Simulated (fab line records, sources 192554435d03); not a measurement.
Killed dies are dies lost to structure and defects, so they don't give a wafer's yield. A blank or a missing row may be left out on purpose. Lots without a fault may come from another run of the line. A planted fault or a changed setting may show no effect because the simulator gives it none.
Which tool did it? | flow n5_finfet | 24 lots, 72 wafers sampled, at 4 steps of a route of 1938

WHAT THE GAUGES READ, wafer by wafer
N5_PMOS_HMC_CHANNEL_EPI_INSPECT_30: inspects for defects (darkfield). Usual: raw_defect_count 20, standard deviation 6.9.
lot  | measured    | on                | raw_defect_count | flag
L074 | day 1 19:56 | defect_inspect-02 | 14 10 12         |
L075 | day 2 02:38 | defect_inspect-01 | 18 18 11         |
L076 | day 2 07:55 | defect_inspect-02 | 22 31 28         |
L077 | day 2 14:19 | defect_inspect-01 | 19 14 14         |
L078 | day 2 19:59 | defect_inspect-02 | 31 18 32         |
L079 | day 3 02:08 | defect_inspect-02 | 24 15 19         |
L080 | day 3 08:00 | defect_inspect-01 | 10 17 18         |
L081 | day 3 14:10 | defect_inspect-01 | 27 26 18         |
L082 | day 3 19:58 | defect_inspect-01 | 39 25 26         |
L083 | day 4 02:21 | defect_inspect-02 | 33 18 22         |
L084 | day 4 08:14 | defect_inspect-01 | 24 25 23         |
L085 | day 4 14:14 | defect_inspect-02 | 16 28 17         |
L086 | day 4 20:23 | defect_inspect-01 | 15 21 13         |
L087 | day 5 01:49 | defect_inspect-01 | 28 15 25         |
L088 | day 5 08:09 | defect_inspect-01 | 13 14 21         |
L089 | day 5 14:09 | defect_inspect-01 | 20 24 14         |
L090 | day 5 20:49 | defect_inspect-01 | 15 19 22         |
L091 | day 6 02:22 | defect_inspect-01 | 15 39 21         |
L092 | day 6 08:10 | defect_inspect-01 | 13 13 22         |
L093 | day 6 14:58 | defect_inspect-01 | 20 16 16         |
L094 | day 6 20:08 | defect_inspect-01 | 9 20 25          |
L095 | day 7 03:04 | defect_inspect-01 | 20 10 23         |
L096 | day 7 09:01 | defect_inspect-02 | 15 11 16         |
L097 | day 7 13:54 | defect_inspect-01 | 27 21 26         |

N5_FIN_SAQP_CD_MEAS_16: target cd 35.6 nm. Usual: cd_nm 35.69 nm, standard deviation 0.27.
lot  | measured    | on        | cd_nm (nm)        | flag
L074 | day 1 21:16 | cd_sem-01 | 36.02 35.70 35.81 |
L075 | day 2 03:56 | cd_sem-03 | 35.92 36.06 36.09 |
L076 | day 2 09:09 | cd_sem-01 | 35.49 35.65 36.32 |
L077 | day 2 15:52 | cd_sem-03 | 36.18 35.87 35.98 |
L078 | day 2 21:25 | cd_sem-01 | 36.05 35.72 35.83 |
L079 | day 3 03:28 | cd_sem-02 | 35.53 35.54 35.36 |
L080 | day 3 09:24 | cd_sem-03 | 35.47 35.53 35.69 |
L081 | day 3 15:34 | cd_sem-01 | 35.63 35.67 35.95 |
L082 | day 3 21:55 | cd_sem-02 | 35.84 35.64 35.67 |
L083 | day 4 03:41 | cd_sem-01 | 35.18 35.28 35.52 |
L084 | day 4 09:38 | cd_sem-02 | 35.51 35.40 35.57 |
L085 | day 4 15:43 | cd_sem-02 | 35.85 35.90 35.29 |
L086 | day 4 21:44 | cd_sem-01 | 35.81 35.91 36.06 |
L087 | day 5 04:50 | cd_sem-03 | 35.88 35.58 35.48 |
L088 | day 5 09:32 | cd_sem-01 | 35.31 35.86 35.70 |
L089 | day 5 15:22 | cd_sem-01 | 35.58 35.85 35.94 |
L090 | day 5 22:19 | cd_sem-01 | 36.47 35.90 36.12 |
L091 | day 6 03:50 | cd_sem-03 | 35.67 35.48 35.37 |
L092 | day 6 09:39 | cd_sem-01 | 35.22 35.72 35.50 |
L093 | day 6 16:10 | cd_sem-01 | 35.20 34.95 35.51 |
L094 | day 6 21:21 | cd_sem-03 | 35.85 35.72 35.49 |
L095 | day 7 04:24 | cd_sem-03 | 35.54 35.58 35.64 |
L096 | day 7 10:41 | cd_sem-02 | 35.55 35.82 36.09 |
L097 | day 7 15:34 | cd_sem-02 | 36.00 35.96 35.46 |

WHICH TOOL RAN EACH LOT (tool, then ch and the chambers of the sampled wafers, then the start)
lot  | N5_PMOS_HMC_CHANNEL_EPI_CMP_21 | N5_FIN_SAQP_DENSIFY_62
L074 | cmp-02 ch 1,2,3, day 1 19:11   | rtp_anneal-02 ch 0, day 1 20:15
L075 | cmp-03 ch 0,3, day 2 01:46     | rtp_anneal-01 ch 0, day 2 03:04
L076 | cmp-02 ch 1,2,3, day 2 07:10   | rtp_anneal-02 ch 0, day 2 08:17
L077 | cmp-02 ch 0,2, day 2 13:34     | rtp_anneal-02 ch 0, day 2 15:01
L078 | cmp-02 ch 0,2,3, day 2 19:11   | rtp_anneal-02 ch 0, day 2 20:20
L079 | cmp-02 ch 1,2,3, day 3 01:22   | rtp_anneal-01 ch 0, day 3 02:28
L080 | cmp-01 ch 0,1,3, day 3 07:13   | rtp_anneal-01 ch 0, day 3 08:26
L081 | cmp-03 ch 0,2,3, day 3 13:28   | rtp_anneal-01 ch 0, day 3 14:38
L082 | cmp-01 ch 0,2,3, day 3 19:10   | rtp_anneal-02 ch 0, day 3 20:53
L083 | cmp-02 ch 0,1, day 4 01:34     | rtp_anneal-02 ch 0, day 4 02:43
L084 | cmp-02 ch 0,3, day 4 07:28     | rtp_anneal-02 ch 0, day 4 08:38
L085 | cmp-03 ch 0,1,3, day 4 13:28   | rtp_anneal-01 ch 0, day 4 14:44
L086 | cmp-03 ch 0,2,3, day 4 19:36   | rtp_anneal-01 ch 0, day 4 20:44
L087 | cmp-02 ch 0,2, day 5 00:59     | rtp_anneal-01 ch 0, day 5 03:59
L088 | cmp-02 ch 0,2,3, day 5 07:25   | rtp_anneal-02 ch 0, day 5 08:40
L089 | cmp-02 ch 0,1,3, day 5 13:25   | rtp_anneal-01 ch 0, day 5 14:30
L090 | cmp-03 ch 0,1,2, day 5 19:56   | rtp_anneal-02 ch 0, day 5 21:20
L091 | cmp-01 ch 1,2,3, day 6 01:37   | rtp_anneal-02 ch 0, day 6 02:52
L092 | cmp-01 ch 1,2,3, day 6 07:22   | rtp_anneal-02 ch 0, day 6 08:40
L093 | cmp-01 ch 0,1,3, day 6 14:11   | rtp_anneal-01 ch 0, day 6 15:17
L094 | cmp-01 ch 0,2,3, day 6 19:22   | rtp_anneal-02 ch 0, day 6 20:30
L095 | cmp-02 ch 0,1,3, day 7 02:11   | rtp_anneal-01 ch 0, day 7 03:23
L096 | cmp-02 ch 0,3, day 7 08:10     | rtp_anneal-01 ch 0, day 7 09:41
L097 | cmp-02 ch 0,2,3, day 7 13:11   | rtp_anneal-01 ch 0, day 7 14:37
- N5_PMOS_HMC_CHANNEL_EPI_CMP_21: polishes SiGe30, target thk 54 nm.
- N5_FIN_SAQP_DENSIFY_62: time 60 s.

WHAT THE TOOLS THEMSELVES READ (means of the sampled wafers that have a number; where no wafer has one, the mark that the record gives instead)
N5_PMOS_HMC_CHANNEL_EPI_CMP_21. Usual: motor_current_A 12.5 A, standard deviation 1.4.
lot  | tool   | motor_current_A (A) | flag
L074 | cmp-02 | 13.1                |
L075 | cmp-03 | 12.5                |
L076 | cmp-02 | 13.2                |
L077 | cmp-02 | 13.9                |
L078 | cmp-02 | 13.4                |
L079 | cmp-02 | 13.4                |
L080 | cmp-01 | 11.4                |
L081 | cmp-03 | 12.6                |
L082 | cmp-01 | 11.4                |
L083 | cmp-02 | 12.4                |
L084 | cmp-02 | 12.3                |
L085 | cmp-03 | 12.6                |
L086 | cmp-03 | 12.4                |
L087 | cmp-02 | 14.2                |
L088 | cmp-02 | 12.9                |
L089 | cmp-02 | 12.4                |
L090 | cmp-03 | 13.0                |
L091 | cmp-01 | 11.5                |
L092 | cmp-01 | 11.2                |
L093 | cmp-01 | 10.8                |
L094 | cmp-01 | 11.6                |
L095 | cmp-02 | 11.9                |
L096 | cmp-02 | 12.3                |
L097 | cmp-02 | 13.2                |

N5_FIN_SAQP_DENSIFY_62. Usual: lamp_power_pct 9.84 %, standard deviation 0.051; lamp_zone_2_pct 9.847 %, standard deviation 0.01; wafer_temp_C_max 703.3, standard deviation 0.65.
lot  | tool          | lamp_power_pct (%) | lamp_zone_2_pct (%) | wafer_temp_C_max | flag
L074 | rtp_anneal-02 | 9.87               | 9.851               | 703.6            |
L075 | rtp_anneal-01 | 9.87               | 9.851               | 703.4            |
L076 | rtp_anneal-02 | 9.83               | 9.841               | 703.5            |
L077 | rtp_anneal-02 | 9.86               | 9.855               | 702.7            |
L078 | rtp_anneal-02 | 9.87               | 9.851               | 703.7            |
L079 | rtp_anneal-01 | 9.86               | 9.841               | 703.5            |
L080 | rtp_anneal-01 | 9.84               | 9.852               | 703.3            |
L081 | rtp_anneal-01 | 9.83               | 9.839               | 702.9            |
L082 | rtp_anneal-02 | 9.87               | 9.844               | 702.9            |
L083 | rtp_anneal-02 | 9.82               | 9.858               | 703.7            |
L084 | rtp_anneal-02 | 9.84               | 9.854               | 703.3            |
L085 | rtp_anneal-01 | 9.86               | 9.848               | 703.3            |
L086 | rtp_anneal-01 | 9.83               | 9.844               | 703.0            |
L087 | rtp_anneal-01 | 9.83               | 9.855               | 703.3            |
L088 | rtp_anneal-02 | 9.84               | 9.842               | 703.7            |
L089 | rtp_anneal-01 | 9.85               | 9.845               | 703.1            |
L090 | rtp_anneal-02 | 9.83               | 9.846               | 703.0            |
L091 | rtp_anneal-02 | 9.88               | 9.848               | 703.4            |
L092 | rtp_anneal-02 | 9.85               | 9.841               | 703.0            |
L093 | rtp_anneal-01 | 9.88               | 9.847               | 703.8            |
L094 | rtp_anneal-02 | 9.82               | 9.847               | 703.1            |
L095 | rtp_anneal-01 | 9.83               | 9.850               | 703.5            |
L096 | rtp_anneal-01 | 9.85               | 9.848               | 702.9            |
L097 | rtp_anneal-01 | 9.84               | 9.848               | 703.2            |

THE ANSWER, worked out from the rows above alone
Rule: a lot is off if the mean of its wafers that have a number lies more than 3 standard deviations from the usual mean. A lot without any number at a reading at which 4 lots or more have one is off too. The other lots that the step has rows for count as sound. The gauges are gone through in route order, then the tools' own readings, and for those a lot's mean is taken as printed above. The first step at which some lot is off is used, and at that step the reading that is off furthest; a lot without a number counts as furthest.
No lot is off at any reading shown: from this, nothing can be told.

WHAT THE SIMULATOR HAD PUT IN
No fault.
